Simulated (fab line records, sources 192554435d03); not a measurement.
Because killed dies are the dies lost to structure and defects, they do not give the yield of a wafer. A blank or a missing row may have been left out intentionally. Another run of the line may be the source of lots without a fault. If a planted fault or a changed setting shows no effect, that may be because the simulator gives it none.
Which tool is to blame? + flow n5 finfet + 25 wafers from 9 lots sampled at 6 of the route's 1938 steps

WHAT THE GAUGES READ, wafer by wafer
N5_BEOL_M0_INSPECT_127: inspects for defects (darkfield). Usual: raw defect count at 69, with a standard deviation of 21.
| lot  | measured     | on                | raw defect count | flag |
|------|--------------|-------------------|------------------|------|
| L595 | day 6 05:55  | defect inspect-02 | 64 48 83         |      |
| L597 | day 6 13:44  | defect inspect-01 | 50 101 91        |      |
| L599 | day 7 03:39  | defect inspect-01 | 46 44 49         |      |
| L600 | day 7 13:08  | defect inspect-01 | 89 65 75         |      |
| L603 | day 8 01:58  | defect inspect-01 | 96 113 52        |      |
| L605 | day 8 21:12  | defect inspect-01 | 68 93 94         |      |
| L611 | day 9 23:27  | defect inspect-02 | 3632 62          | OFF  |
| L614 | day 10 19:14 | defect inspect-02 | 3532 47          | OFF  |
| L616 | day 11 14:21 | defect inspect-01 | 71 87 91         |      |

N5_BEOL_M4_RC_MEAS_101. Usual: DIBL_N 36.4 mV/V, standard deviation 2.7; DIBL_P 36 mV/V, standard deviation 3.2; IOFF_N 0.16 nA/um, standard deviation 0.046; IOFF_P 0.21 nA/um, standard deviation 0.055; ION_N 677 uA/um, standard deviation 15; ION_P 464 uA/um, standard deviation 11; SS_N 71.5 mV/dec, standard deviation 0.79; SS_P 73.3 mV/dec, standard deviation 0.93; VT_N 250 mV, standard deviation 4.1; VT_P -251 mV, standard deviation 4.4.
| lot  | measured     | on        | DIBL_N (mV/V)  | DIBL_P (mV/V) | IOFF_N (nA/um) | IOFF_P (nA/um) | ION_N (uA/um) | ION_P (uA/um) | SS_N (mV/dec)  | SS_P (mV/dec)  | VT_N (mV)   | VT_P (mV)      | flag |
|------|--------------|-----------|----------------|---------------|----------------|----------------|---------------|---------------|----------------|----------------|-------------|----------------|------|
| L595 | day 7 20:13  | prober-01 | 34.9 36.4 39.0 | 35 37 41      | 0.14 0.18 0.23 | 0.22 0.26 0.35 | 670 683 690   | 466 472 470   | 72.1 72.4 72.5 | 73.6 73.2 75.1 | 251 247 247 | -247 -245 -240 |      |
| L597 | day 9 09:14  | prober-02 | 36.1 37.3 37.3 | 36 37 38      | 0.15 0.18 0.18 | 0.20 0.23 0.24 | 674 681 689   | 469 471 474   | 70.7 71.8 71.7 | 72.6 74.1 73.8 | 250 247 246 | -248 -250 -248 |      |
| L599 | day 9 14:45  | prober-02 | 31.4 36.5 35.3 | 29 36 34      | 0.09 0.17 0.14 | 0.13 0.21 0.18 | 648 691 677   | 452 470 463   | 69.9 71.7 71.3 | 71.0 72.6 72.5 | 256 246 252 | -257 -249 -253 |      |
| L600 | day 10 00:55 | prober-02 | 32.8 35.5 34.9 | 32 35 34      | 0.11 0.15 0.14 | 0.14 0.19 0.16 | 648 673 696   | 457 457 462   | 70.1 70.9 72.1 | 72.0 72.6 73.0 | 253 249 250 | -255 -253 -255 |      |
| L603 | day 10 14:48 | prober-02 | 38.0 36.2 37.5 | 36 36 36      | 0.17 0.13 0.17 | 0.23 0.22 0.21 | 672 671 683   | 461 461 460   | 72.2 71.8 72.0 | 73.8 72.7 73.7 | 249 255 249 | -250 -250 -252 |      |
| L605 | day 10 22:13 | prober-02 | 36.4 37.7 36.7 | 37 38 36      | 0.16 0.19 0.15 | 0.22 0.23 0.19 | 677 709 672   | 468 480 457   | 71.0 71.3 71.5 | 74.2 73.8 73.1 | 247 243 251 | -248 -249 -252 |      |
| L611 | day 12 02:11 | prober-01 | 40.7           | 43            | 0.25           | 0.26           | 694           | 461           | 72.5           | 74.8           | 247         | -250           |      |
| L614 | day 13 05:49 | prober-02 | 37.0           | 36            | 0.17           | 0.22           | 676           | 454           | 71.6           | 74.0           | 248         | -247           |      |
| L616 | day 14 04:37 | prober-02 | 36.8 37.1 37.0 | 37 38 38      | 0.19 0.20 0.17 | 0.23 0.23 0.23 | 697 694 673   | 475 466 466   | 71.2 71.2 71.6 | 72.9 73.8 74.1 | 246 246 247 | -248 -253 -251 |      |

EACH LOT AND THE TOOL THAT RAN IT (in order: tool; ch and the chambers of the sampled wafers; start)
| lot  | N5_BEOL_M0_CUTY_DESCUM_61          | N5_BEOL_M0_STRIP_142               | N5_BEOL_M0_ALD_136                  | N5_BEOL_M0_CMP_120            |
|------|------------------------------------|------------------------------------|-------------------------------------|-------------------------------|
| L595 | rie diel-01 ch 0,1,3, day 5 17:31  | rie diel-04 ch 0,1,3, day 6 00:45  | ald metal-02 ch 0,1,2, day 6 03:53  | cmp-01 ch 0,2,3, day 6 05:16  |
| L597 | rie diel-01 ch 0,1,3, day 6 08:11  | rie diel-04 ch 2,3, day 6 09:41    | ald metal-01 ch 0,1,3, day 6 10:53  | cmp-01 ch 0,3, day 6 13:01    |
| L599 | rie diel-06 ch 0,1,3, day 6 23:04  | rie diel-06 ch 0,2,3, day 7 00:45  | ald metal-02 ch 1,2,3, day 7 01:35  | cmp-04 ch 0,1,2, day 7 03:07  |
| L600 | rie diel-01 ch 0,2,3, day 7 07:53  | rie diel-04 ch 1,2,3, day 7 10:01  | ald metal-01 ch 0,1,2, day 7 11:06  | cmp-02 ch 2,3, day 7 12:34    |
| L603 | rie diel-01 ch 1,2,3, day 7 21:10  | rie diel-06 ch 1,2,3, day 7 22:07  | ald metal-04 ch 0,1,2, day 7 23:35  | cmp-02 ch 0,1,2, day 8 01:24  |
| L605 | rie diel-01 ch 0,2,3, day 8 07:02  | rie diel-06 ch 0,1, day 8 17:07    | ald metal-02 ch 0,2,3, day 8 17:48  | cmp-04 ch 0,1, day 8 20:37    |
| L611 | rie diel-06 ch 0,2, day 9 15:09    | rie diel-04 ch 0,3, day 9 20:24    | ald metal-01 ch 0,2, day 9 21:15    | cmp-02 ch 0,2, day 9 22:54    |
| L614 | rie diel-01 ch 3, day 10 12:02     | rie diel-06 ch 0,2, day 10 14:45   | ald metal-01 ch 2, day 10 16:05     | cmp-02 ch 2, day 10 18:41     |
| L616 | rie diel-06 ch 0,2,3, day 11 05:28 | rie diel-06 ch 1,2,3, day 11 08:59 | ald metal-04 ch 0,1,2, day 11 12:12 | cmp-04 ch 1,2,3, day 11 13:44 |
- N5_BEOL_M0_CUTY_DESCUM_61: chemistry O2, time 7.9 s.
- N5_BEOL_M0_STRIP_142: strips in N2/H2, time 10 s.
- N5_BEOL_M0_ALD_136: deposits TaN, pulse time 2 s, purge time 3 s, co reactant purge time 2 s.
- N5_BEOL_M0_CMP_120: polishes, stops on SiOC, t overpolish 6.9 s.

WHAT THE TOOLS THEMSELVES READ (means of the sampled wafers that have a number; where no wafer has one, the mark that the record gives instead)
N5_BEOL_M0_CUTY_DESCUM_61. Usual: drypump motor current A 5.6 A, standard deviation 0.45; oes product au 0.81 a.u., standard deviation 0.087; rf vpp V 243.3 V, standard deviation 1.5; showerhead plenum p Torr 2.11 Torr, standard deviation 0.076; throttle valve pct 20.31 %, standard deviation 0.2.
| lot  | tool        | drypump motor current A (A) | oes product au (a.u.) | rf vpp V (V) | showerhead plenum p Torr (Torr) | throttle valve pct (%) | flag |
|------|-------------|-----------------------------|-----------------------|--------------|---------------------------------|------------------------|------|
| L595 | rie diel-01 | 5.5                         | 0.76                  | 243.0        | 2.10                            | 20.45                  |      |
| L597 | rie diel-01 | 5.5                         | 0.76                  | 243.7        | 2.10                            | 20.46                  |      |
| L599 | rie diel-06 | 5.6                         | 0.85                  | 244.4        | 2.15                            | 20.25                  |      |
| L600 | rie diel-01 | 5.7                         | 0.81                  | 242.8        | 2.11                            | 20.36                  |      |
| L603 | rie diel-01 | 5.7                         | 0.75                  | 242.4        | 2.04                            | 20.45                  |      |
| L605 | rie diel-01 | 5.6                         | 0.80                  | 243.3        | 2.10                            | 20.39                  |      |
| L611 | rie diel-06 | 5.5                         | 0.76                  | 243.3        | 2.12                            | 20.05                  |      |
| L614 | rie diel-01 | 6.2                         | 0.98                  | 243.3        | 2.03                            | 19.81                  |      |
| L616 | rie diel-06 | 5.3                         | 0.80                  | 243.6        | 2.09                            | 20.22                  |      |

N5_BEOL_M0_STRIP_142. Usual: drypump motor current A 5.7 A, standard deviation 0.43; oes product au 0.80 a.u., standard deviation 0.082; rf vpp V 59.1 V, standard deviation 0.78; showerhead plenum p Torr 2.55 Torr, standard deviation 0.086; throttle valve pct 23.6 %, standard deviation 0.34.
| lot  | tool        | drypump motor current A (A) | oes product au (a.u.) | rf vpp V (V) | showerhead plenum p Torr (Torr) | throttle valve pct (%) | flag |
|------|-------------|-----------------------------|-----------------------|--------------|---------------------------------|------------------------|------|
| L595 | rie diel-04 | 5.7                         | 0.78                  | 59.8         | 2.52                            | 23.7                   |      |
| L597 | rie diel-04 | 5.4                         | 0.81                  | 58.8         | 2.48                            | 23.5                   |      |
| L599 | rie diel-06 | 5.3                         | 0.84                  | 60.0         | 2.56                            | 23.4                   |      |
| L600 | rie diel-04 | 5.7                         | 0.74                  | 59.1         | 2.54                            | 23.7                   |      |
| L603 | rie diel-06 | 5.8                         | 0.89                  | 59.1         | 2.59                            | 23.5                   |      |
| L605 | rie diel-06 | 5.6                         | 0.78                  | 59.4         | 2.65                            | 23.3                   |      |
| L611 | rie diel-04 | 5.5                         | 0.79                  | 59.1         | 2.45                            | 23.6                   |      |
| L614 | rie diel-06 | 5.5                         | 0.77                  | 59.0         | 2.59                            | 23.4                   |      |
| L616 | rie diel-06 | 5.8                         | 0.84                  | 59.7         | 2.58                            | 23.5                   |      |

N5_BEOL_M0_ALD_136. Usual: heater power outer w 229 W, standard deviation 23; heater power w 420 W, standard deviation 40.
| lot  | tool         | heater power outer w (W) | heater power w (W) | flag |
|------|--------------|--------------------------|--------------------|------|
| L595 | ald metal-02 | 199                      | 353                |      |
| L597 | ald metal-01 | 245                      | 449                |      |
| L599 | ald metal-02 | 213                      | 378                |      |
| L600 | ald metal-01 | 242                      | 440                |      |
| L603 | ald metal-04 | 234                      | 427                |      |
| L605 | ald metal-02 | 218                      | 379                |      |
| L611 | ald metal-01 | 244                      | 446                |      |
| L614 | ald metal-01 | 254                      | 442                |      |
| L616 | ald metal-04 | 234                      | 426                |      |

N5_BEOL_M0_CMP_120. Usual: barrier field endpoint s 3.76 s, standard deviation 0.13; edge zone pressure frac 0.999, standard deviation 0.0049; motor current A 5.9 A, standard deviation 0.61; overpolish run s 6.902 s, standard deviation 0.0092; time to endpoint s 62 s, standard deviation 3.3.
| lot  | tool   | barrier field endpoint s (s) | edge zone pressure frac | motor current A (A) | overpolish run s (s) | time to endpoint s (s) | flag |
|------|--------|------------------------------|-------------------------|---------------------|----------------------|------------------------|------|
| L595 | cmp-01 | 3.78                         | 0.997                   | 5.7                 | 6.903                | 63                     |      |
| L597 | cmp-01 | 3.75                         | 0.996                   | 5.9                 | 6.899                | 61                     |      |
| L599 | cmp-04 | 3.77                         | 0.999                   | 6.1                 | 6.897                | 63                     |      |
| L600 | cmp-02 | 3.71                         | 1.001                   | 5.4                 | 6.897                | 58                     |      |
| L603 | cmp-02 | 3.97                         | 0.999                   | 6.1                 | 6.911                | 66                     |      |
| L605 | cmp-04 | 3.88                         | 0.999                   | 6.2                 | 6.911                | 64                     |      |
| L611 | cmp-02 | 5.51                         | 0.998                   | 5.8                 | 6.900                | 72                     | OFF  |
| L614 | cmp-02 | 5.29                         | 1.000                   | 5.3                 | 6.905                | 73                     | OFF  |
| L616 | cmp-04 | 3.53                         | 0.998                   | 6.1                 | 6.899                | 56                     |      |

THE ANSWER, worked out from the rows above alone
Rule: a lot counts as off when the mean over its wafers that have a number is more than 3 standard deviations away from the usual mean. A lot without any number at a reading at which 4 lots or more have one is off too. The other lots that the step has rows for count as sound. First the gauges in route order, then the tools' own readings, where a lot's mean is used as printed above. The first step at which some lot is off is used, and at that step the reading that is off furthest; a lot without a number counts as furthest.
Off at N5_BEOL_M0_INSPECT_127 (raw defect count): L611, L614.
A tool fits if, at a process step before that reading, it ran every lot that is off, and no sound lot after the first of them. Not tried: the gauges at N5_BEOL_M0_INSPECT_127; whatever is off there is also off at N5_BEOL_M0_CMP_120, on other tools, and gauge error can't account for it. 2 tools fit, ald metal-01 at N5_BEOL_M0_ALD_136 and cmp-02 at N5_BEOL_M0_CMP_120, so this cannot tell which one it is.

WHAT HAD BEEN PUT IN BY THE SIMULATOR
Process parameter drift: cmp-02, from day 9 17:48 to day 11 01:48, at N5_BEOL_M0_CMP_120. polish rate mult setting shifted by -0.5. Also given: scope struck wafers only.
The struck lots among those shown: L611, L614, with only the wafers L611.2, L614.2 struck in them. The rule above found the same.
